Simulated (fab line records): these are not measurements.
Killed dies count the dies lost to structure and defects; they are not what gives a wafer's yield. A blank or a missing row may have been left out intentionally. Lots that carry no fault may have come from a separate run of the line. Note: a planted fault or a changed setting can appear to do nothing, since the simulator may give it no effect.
A struck lot beside a sound one | flow nand_harc | 40 out of 1159 route steps
Sound: wafers L662.1, L662.2, L662.3. Struck: wafer L677.3. (L677.2, L677.6 of the same lot were not struck and are left out.) The cause comes at the end.
Order at every step that has rows: each side's tool, ch and its chambers, its first start. Under that, the readings that differ: sound wafers | struck wafers | difference of the means | sigmas: that difference in standard deviations of wafers without a fault.
alike: words and numbers the same on both sides, and readings whose means are apart by under 2 such deviations; not compared: readings that were withheld, readings missing a value for some wafer, numbers with overlapping values and no deviation given by the record, and bounds like >300 which may hide the same value.
Wherever a step has rows on one side only, a row that says differs or no value, or a row with sigmas, the two part there. Numbers that don't overlap but have no deviation are shown without sigmas and don't part them. A reading missing from all wafers of one side parts the sides only when that side holds two or more wafers.

first, 5 steps without rows for these wafers: NHARC_A_STAIRCASE_SRD_154; NHARC_A_STAIRCASE_ETCH_403 (etches SiO2 in dHF, target depth 108.2 nm); NHARC_A_STAIRCASE_ETCHBACK_422 (etches the open film in CH3F/O2, target depth 40 nm, time 74.286 s); NHARC_A_STAIRCASE_ETCH_423 (etches SiO2 in dHF, target depth 30 nm); NHARC_A_STAIRCASE_ETCHBACK_157 (etches the open film in CH3F/O2, target depth 90 nm, time 167.14 s).
NHARC_A_STAIRCASE_STRIP_475: strips in O2, time 20 s.
  sound on rie_diel-11 ch 0,1,3; struck on rie_diel-04 ch 1
  reading                | sound    | struck | difference | sigmas
  rf_hours_counter_h (h) | 39 41 40 | 44     | +4         |
  alike: chamber_pressure_mTorr, drypump_motor_current_A, oes_product_au, rf_vpp_V, showerhead_plenum_p_Torr, throttle_valve_pct
NHARC_A_STAIRCASE_DEP_471: deposits SiO2, target thk 100 nm.
  sound on pecvd-04 ch 0,1,2, day 13 15:02; struck on pecvd-01 ch 0, day 18 04:37
  alike: heater_power_outer_w, heater_power_w, throttle_valve_pct
NHARC_A_STAIRCASE_CMP_472: polishes SiO2.
  sound on cmp-02 ch 0,2,3, day 13 15:19; struck on cmp-01 ch 0, day 18 04:53
  alike: motor_current_A
following that, these wafers have no rows for 1 step: NHARC_A_STAIRCASE_SRD_474.
NHARC_A_STAIRCASE_INSPECT_155:
  sound: defect_inspect-01 at day 13 15:40; struck: defect_inspect-02 at day 18 05:14
  alike: raw_defect_count
NHARC_A_SGD_CUT_DEP_00: deposits SiNx, target thk 50 nm.
  sound on pecvd-02 ch 0,1,2, day 13 15:54; struck on pecvd-02 ch 0, day 18 05:33
  alike: heater_power_outer_w, heater_power_w
then, 10 steps without rows for these wafers: NHARC_A_SGD_CUT_DEHYDRATE_01 (time 120 s); NHARC_A_SGD_CUT_HMDS_02 (time 30 s); NHARC_A_SGD_CUT_COAT_56 (time 75 s); NHARC_A_SGD_CUT_COAT_57 (time 65 s); NHARC_A_SGD_CUT_COAT_03 (resist thk 90 nm); NHARC_A_SGD_CUT_SOFTBAKE_04 (time 55 s); NHARC_A_SGD_CUT_EBR_05; NHARC_A_SGD_CUT_EXPOSE_06 (exposes mask SGD); NHARC_A_SGD_CUT_PEB_07 (peb time 65 s); NHARC_A_SGD_CUT_DEVELOP_08 (develop time 35 s).
NHARC_A_SGD_CUT_CD_MEAS_09 targets a cd of 100 nm.
  sound on cd_sem-01 ch 0, day 13 16:38; struck on cd_sem-02 ch 0, day 18 06:15
  alike: cd_nm
NHARC_A_SGD_CUT_OVL_MEAS_10:
  sound: overlay-02 at day 13 16:43; struck: overlay-01 at day 18 06:20
  reading           | sound          | struck | difference | sigmas
  overlay_y_nm (nm) | -1.1 -0.7 -0.1 | 1.4    | +2.0       | +3
  alike: overlay_x_nm
NHARC_A_SGD_CUT_INSPECT_11:
  sound: defect_inspect-01 at day 13 16:45; struck: defect_inspect-01 at day 18 06:22
  alike: raw_defect_count
then, 1 step without rows for these wafers: NHARC_A_SGD_CUT_DESCUM_14 (chemistry O2, time 3 s).
NHARC_A_SGD_CUT_ETCH_58: etches the open film in CF4, target depth 39 nm, time 65 s.
  sound on rie_diel-02 ch 0,2,3, day 13 16:54; struck on rie_diel-10 ch 3, day 18 06:32
  reading                        | sound             | struck | difference | sigmas
  chamber_pressure_mTorr (mTorr) | 50.09 49.96 50.01 | 49.91  | -0.11      | -2
  alike: drypump_motor_current_A, oes_product_au, rf_vpp_V, showerhead_plenum_p_Torr, throttle_valve_pct
  not compared: rf_hours_counter_h
then, 2 steps without rows for these wafers: NHARC_A_SGD_CUT_ETCH_59 (etches the open film in N2/H2, target depth 260 nm, time 406.25 s); NHARC_A_SGD_CUT_ETCH_15 (etches the open film in CH3F/O2, target depth 75 nm, time 64.3 s).
NHARC_A_SGD_CUT_ETCH_16: etches the open film in C4F8/O2/Ar, target depth 310.5 nm, time 155.2 s.
  sound on rie_diel-02 ch 0,2,3; struck on rie_diel-10 ch 0
  alike: chamber_pressure_mTorr, oes_product_au, rf_vpp_V
  not compared: rf_hours_counter_h
then, 10 steps without rows for these wafers: NHARC_A_SGD_CUT_STRIP_60 (strips in C4F8/O2/Ar); NHARC_A_SGD_CUT_STRIP_17 (strips in O2); NHARC_A_SGD_CUT_PRECLEAN_18 (cleans in SC1); NHARC_A_SGD_CUT_SRD_19; NHARC_A_SGD_CUT_DEP_20 (deposits SiO2, target thk 150 nm); NHARC_A_SGD_CUT_ANNEAL_27 (time 1800 s); NHARC_A_SGD_CUT_CMP_21 (polishes, target thk 148.19 nm); NHARC_A_SGD_CUT_SRD_23; NHARC_A_SGD_CUT_ETCH_26 (etches SiO2 in dHF, target depth 45.8 nm); NHARC_A_SGD_CUT_ETCHBACK_24 (etches the open film in CH3F/O2, target depth 50 nm, time 92.857 s).
-- the record jumps here: 6 days lie between the struck wafers' starts before and after (it left off in module A_SGD_CUT and takes up again in module END, whose first step shown is number 1159 of the route) --
NHARC_END_SORT_01:
  the record has rows for the struck wafers here (prober-02 ch 0, day 23 19:36) and none for the sound ones

== WHERE THEY PART ==
Last at NHARC_END_SORT_01 as far as this record goes, first at NHARC_A_SGD_CUT_OVL_MEAS_10.

WHY: what had been put in by the simulator
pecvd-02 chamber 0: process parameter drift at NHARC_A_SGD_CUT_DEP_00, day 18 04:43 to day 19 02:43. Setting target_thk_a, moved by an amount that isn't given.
